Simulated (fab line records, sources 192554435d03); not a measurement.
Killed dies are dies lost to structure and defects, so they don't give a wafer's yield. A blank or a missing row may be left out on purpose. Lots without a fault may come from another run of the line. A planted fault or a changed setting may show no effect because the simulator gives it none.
Chamber matching | flow n5_finfet | N5_BEOL_M5_DESCUM_16 on rie_diel-01: 4 sister chambers
The step chemistry O2, time 7 s. 4 wafers are shown with their chamber, then 11 later ones without.

WAFERS WITH THEIR CHAMBER
wafer  | chamber | drypump_motor_current_A (A)
L085.2 | 3       | 4.9
L086.2 | 2       | 6.4
L087.6 | 1       | 5.8
L088.2 | 0       | 6.0

WAFERS WITHOUT THEIR CHAMBER
wafer  | drypump_motor_current_A (A)
L088.3 | 5.8
L088.5 | 4.9
L091.4 | 6.0
L091.5 | 6.4
L091.6 | 5.8
L094.2 | 6.0
L094.3 | 4.9
L094.4 | 6.3
L097.1 | 6.0
L097.4 | 4.9
L097.5 | 4.9

WHICH CHAMBER EACH WENT THROUGH
wafer  | from the rows above | in truth
L088.3 | 1                   | 1
L088.5 | 3                   | 3
L091.4 | 0                   | 0
L091.5 | 2                   | 2
L091.6 | 1                   | 1
L094.2 | 0                   | 0
L094.3 | 3                   | 3
L094.4 | 2                   | 2
L097.1 | 0                   | 0
L097.4 | 3                   | 3
L097.5 | 3                   | 3
Placed correctly: 11 of 11. Can't be placed from these rows: 0. Placed wrongly: 0.
How it was worked out, from the rows above alone: a wafer's distance from a chamber is the root of the sum, over the readings, of the square of ((its reading less the chamber's mean) divided by the reading's scatter). The wafer belongs to the nearest chamber; if the next one is less than 2 further off, it can't be placed. A chamber's mean is the mean of its shown wafers. The scatter: with one shown wafer a chamber, the root of the mean of the squares of how far each hidden wafer lies from its nearest shown one.
